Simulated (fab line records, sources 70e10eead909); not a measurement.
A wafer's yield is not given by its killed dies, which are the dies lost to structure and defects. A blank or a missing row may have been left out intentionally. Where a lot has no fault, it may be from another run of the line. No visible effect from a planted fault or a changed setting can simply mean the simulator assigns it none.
Which tool was responsible?    flow nand_harc    24 lots, 72 wafers sampled, at 5 steps of a route of 1302

== WHAT THE GAUGES SHOWED, per wafer ==
NHARC_A_SOURCE_PLATE_INSPECT_08. Usual: 67 for raw_defect_count, sd 21.
lot   measured      on                 raw_defect_count  flag
L074  day 8 03:22   defect_inspect-02  53 129 43         
L076  day 8 08:02   defect_inspect-01  73 57 77          
L075  day 8 08:03   defect_inspect-02  75 56 48          
L077  day 9 08:12   defect_inspect-02  101 50 55         
L078  day 9 08:13   defect_inspect-02  61 60 29          
L080  day 10 03:33  defect_inspect-01  92 58 65          
L079  day 10 03:33  defect_inspect-01  83 58 72          
L081  day 10 19:26  defect_inspect-01  73 82 66          
L082  day 11 00:02  defect_inspect-01  78 77 61          
L083  day 11 06:57  defect_inspect-01  108 89 119        
L084  day 12 02:21  defect_inspect-02  32 31 60          
L085  day 12 05:53  defect_inspect-01  67 72 35          
L086  day 12 09:16  defect_inspect-01  112 90 61         
L087  day 13 06:12  defect_inspect-02  37 43 59          
L089  day 13 22:22  defect_inspect-02  37 73 69          
L088  day 13 22:22  defect_inspect-01  92 55 74          
L090  day 14 10:34  defect_inspect-01  62 73 61          
L091  day 14 17:13  defect_inspect-02  60 98 55          
L092  day 15 03:10  defect_inspect-02  53 70 77          
L093  day 15 18:55  defect_inspect-01  57 47 78          
L094  day 15 23:40  defect_inspect-01  67 56 109         
L095  day 16 05:37  defect_inspect-02  69 46 64          
L096  day 17 04:03  defect_inspect-01  64 61 90          
L097  day 18 00:10  defect_inspect-01  68 40 54          

NHARC_A_ONON_D1_THK_MEAS_14: measures by ellipsometry. Usual: 1001 nm for thk_nm, sd 9.9.
lot   measured      on             thk_nm (nm)     flag
L074  day 8 06:13   film_metro-02  1000 1000 1001  
L076  day 8 10:52   film_metro-02  1028 1028 1027  
L075  day 8 10:53   film_metro-02  988 988 988     
L077  day 9 11:01   film_metro-02  1011 1013 1013  
L078  day 9 11:03   film_metro-01  1001 1002 1001  
L080  day 10 06:25  film_metro-01  1001 999 1002   
L079  day 10 06:23  film_metro-02  987 986 986     
L081  day 10 22:16  film_metro-01  1012 1009 1009  
L082  day 11 02:53  film_metro-02  1001 1001 1000  
L083  day 11 09:47  film_metro-02  997 997 997     
L084  day 12 05:14  film_metro-02  985 985 986     
L085  day 12 08:43  film_metro-01  1015 1014 1014  
L086  day 12 12:07  film_metro-02  1001 1000 999   
L087  day 13 09:03  film_metro-01  997 997 998     
L089  day 14 01:13  film_metro-01  999 999 998     
L088  day 14 01:12  film_metro-02  1005 1005 1004  
L090  day 14 13:25  film_metro-02  1012 1011 1012  
L091  day 14 20:03  film_metro-01  1000 1001 1003  
L092  day 15 06:01  film_metro-01  992 994 994     
L093  day 15 21:45  film_metro-02  1013 1013 1012  
L094  day 16 02:30  film_metro-02  1004 1005 1004  
L095  day 16 08:28  film_metro-02  998 997 999     
L096  day 17 06:53  film_metro-01  986 987 987     
L097  day 18 03:01  film_metro-02  998 994 996     

NHARC_A_ONON_D1_THK_MEAS_30: measures by ellipsometry. Usual: 1001 nm for thk_nm, sd 7.6.
lot   measured      on             thk_nm (nm)     flag
L074  day 8 16:16   film_metro-01  994 994 995     
L076  day 8 21:14   film_metro-01  1012 1011 1010  
L075  day 8 20:56   film_metro-02  998 999 1000    
L077  day 10 15:19  film_metro-01  1004 1002 1002  
L078  day 10 15:19  film_metro-02  996 996 994     
L080  day 10 15:40  film_metro-01  1011 1008 1011  
L079  day 10 15:26  film_metro-01  1008 1008 1007  
L081  day 11 08:17  film_metro-01  1004 1003 1005  
L082  day 11 12:49  film_metro-01  1003 1001 1003  
L083  day 11 23:35  film_metro-01  1004 1005 1004  
L084  day 12 15:32  film_metro-02  996 996 997     
L085  day 12 15:42  film_metro-02  1008 1009 1010  
L086  day 12 22:13  film_metro-01  1001 999 999    
L087  day 13 22:40  film_metro-01  987 985 985     
L089  day 14 11:16  film_metro-01  1002 1002 999   
L088  day 14 11:30  film_metro-02  992 994 995     
L090  day 15 03:41  film_metro-02  1010 1011 1008  
L091  day 15 03:41  film_metro-01  988 990 989     
L092  day 15 16:06  film_metro-02  993 994 992     
L093  day 16 07:51  film_metro-02  1014 1015 1014  
L094  day 16 12:42  film_metro-01  1006 1006 1006  
L095  day 16 18:33  film_metro-01  995 995 995     
L096  day 17 17:02  film_metro-02  1008 1008 1008  
L097  day 18 13:05  film_metro-01  990 991 988     

NHARC_A_CHANNEL_HOLE_D1_OVL_MEAS_11. Usual: overlay_x_nm -0.1 nm, standard deviation 0.69; overlay_y_nm 0.0 nm, standard deviation 0.87.
lot   measured      on          overlay_x_nm (nm)  overlay_y_nm (nm)  flag
L074  day 8 19:29   overlay-01  0.0 0.2 -0.6       0.8 0.4 0.6        
L076  day 9 04:18   overlay-01  0.7 0.3 1.1        -0.1 0.2 0.4       
L075  day 9 02:11   overlay-02  -0.3 -0.2 -0.1     0.4 0.0 -0.1       
L077  day 10 19:14  overlay-02  -0.1 0.1 -0.2      -0.9 -0.8 -0.6     
L078  day 10 19:22  overlay-01  -0.7 -0.9 -1.0     -0.5 -0.8 -0.8     
L080  day 10 21:20  overlay-01  -0.4 0.2 -0.3      0.4 0.3 0.8        
L079  day 10 21:10  overlay-02  -0.5 -1.0 -1.1     1.7 1.5 1.8        
L081  day 11 13:51  overlay-02  -0.3 1.0 0.9       -0.7 -1.0 -0.2     
L082  day 11 21:36  overlay-01  0.3 0.5 0.3        0.6 0.3 0.3        
L083  day 12 04:05  overlay-02  1.0 0.6 0.6        -0.8 -0.7 -0.5     
L084  day 12 21:13  overlay-01  -0.4 -0.2 -0.3     -1.1 -0.5 -0.1     
L085  day 12 21:24  overlay-02  1.0 0.7 0.7        0.9 0.7 0.4        
L086  day 13 01:39  overlay-02  0.6 0.8 0.5        1.2 1.6 0.8        
L087  day 14 02:04  overlay-02  -0.5 -0.3 -0.4     -0.2 -0.1 -0.3     
L089  day 14 14:44  overlay-02  0.1 0.0 -0.4       0.3 0.4 0.1        
L088  day 14 15:59  overlay-02  0.7 0.6 0.1        0.5 0.8 1.0        
L090  day 15 07:38  overlay-02  -0.9 -1.6 -0.4     0.4 0.8 0.6        
L091  day 15 07:29  overlay-01  -0.9 -0.9 -0.8     0.4 1.0 1.0        
L092  day 15 19:34  overlay-01  -0.3 -0.3 -0.2     -0.4 -0.6 -0.9     
L093  day 16 16:44  overlay-01  -0.9 -1.4 -0.9     -1.5 -1.5 -1.6     
L094  day 16 20:31  overlay-01  -1.5 -0.9 -0.8     0.6 0.5 0.5        
L095  day 17 06:46  overlay-01  0.0 -0.8 -1.0      -1.7 -1.5 -1.6     
L096  day 17 20:24  overlay-01  -0.8 -0.8 -0.7     0.1 0.3 0.4        
L097  day 18 16:33  overlay-01  0.2 0.0 -0.1       -1.3 -0.8 -0.9     

== WHICH TOOL RAN EACH LOT (tool, then ch and the chambers of the sampled wafers, then the start) ==
lot   NHARC_A_CHANNEL_HOLE_D1_DEP_00
L074  acl_dep-02 ch 0, day 8 17:11
L076  acl_dep-02 ch 0, day 9 01:41
L075  acl_dep-03 ch 0, day 8 23:28
L077  acl_dep-02 ch 0, day 10 16:58
L078  acl_dep-03 ch 0, day 10 16:40
L080  acl_dep-02 ch 0, day 10 18:32
L079  acl_dep-01 ch 0, day 10 18:25
L081  acl_dep-03 ch 0, day 11 11:53
L082  acl_dep-02 ch 0, day 11 18:58
L083  acl_dep-03 ch 0, day 12 01:41
L084  acl_dep-02 ch 0, day 12 18:29
L085  acl_dep-01 ch 0, day 12 18:33
L086  acl_dep-01 ch 0, day 12 22:52
L087  acl_dep-02 ch 0, day 13 23:25
L089  acl_dep-01 ch 0, day 14 11:59
L088  acl_dep-02 ch 0, day 14 14:20
L090  acl_dep-02 ch 0, day 15 04:46
L091  acl_dep-01 ch 0, day 15 04:38
L092  acl_dep-03 ch 0, day 15 17:09
L093  acl_dep-03 ch 0, day 16 15:04
L094  acl_dep-03 ch 0, day 16 18:10
L095  acl_dep-03 ch 0, day 17 04:09
L096  acl_dep-02 ch 0, day 17 17:39
L097  acl_dep-01 ch 0, day 18 14:28
- NHARC_A_CHANNEL_HOLE_D1_DEP_00: deposits aC, target thk 3100 nm.

== AS READ BY THE TOOLS THEMSELVES (means over the sampled wafers that have a number; for cases with no such wafer, the mark the record gives instead) ==
NHARC_A_CHANNEL_HOLE_D1_DEP_00. Usual: 35.000 % for throttle_valve_pct, sd 0.0091.
lot   tool        throttle_valve_pct (%)  flag
L074  acl_dep-02  35.006                  
L076  acl_dep-02  34.998                  
L075  acl_dep-03  35.003                  
L077  acl_dep-02  35.004                  
L078  acl_dep-03  35.002                  
L080  acl_dep-02  34.999                  
L079  acl_dep-01  34.994                  
L081  acl_dep-03  35.000                  
L082  acl_dep-02  34.999                  
L083  acl_dep-03  35.006                  
L084  acl_dep-02  35.006                  
L085  acl_dep-01  34.999                  
L086  acl_dep-01  35.000                  
L087  acl_dep-02  34.999                  
L089  acl_dep-01  34.996                  
L088  acl_dep-02  35.004                  
L090  acl_dep-02  35.001                  
L091  acl_dep-01  35.005                  
L092  acl_dep-03  34.993                  
L093  acl_dep-03  34.988                  
L094  acl_dep-03  35.001                  
L095  acl_dep-03  35.001                  
L096  acl_dep-02  34.994                  
L097  acl_dep-01  35.001                  

== THE ANSWER, worked out from the rows above alone ==
Rule: take the mean of a lot's wafers that have a number; if it is more than 3 standard deviations from the usual mean, the lot is off. A lot without any number at a reading at which 4 lots or more have one is off too. Where the step has rows for the other lots, those lots are counted as sound. The gauges are gone through in route order, then the tools' own readings, and for those a lot's mean is taken as printed above. The first step at which some lot is off is used, and at that step the reading that is off furthest; a lot without a number counts as furthest.
Across all readings shown, no lot is off: no conclusion can be drawn from this.

== WHAT THE SIMULATOR HAD PUT IN ==
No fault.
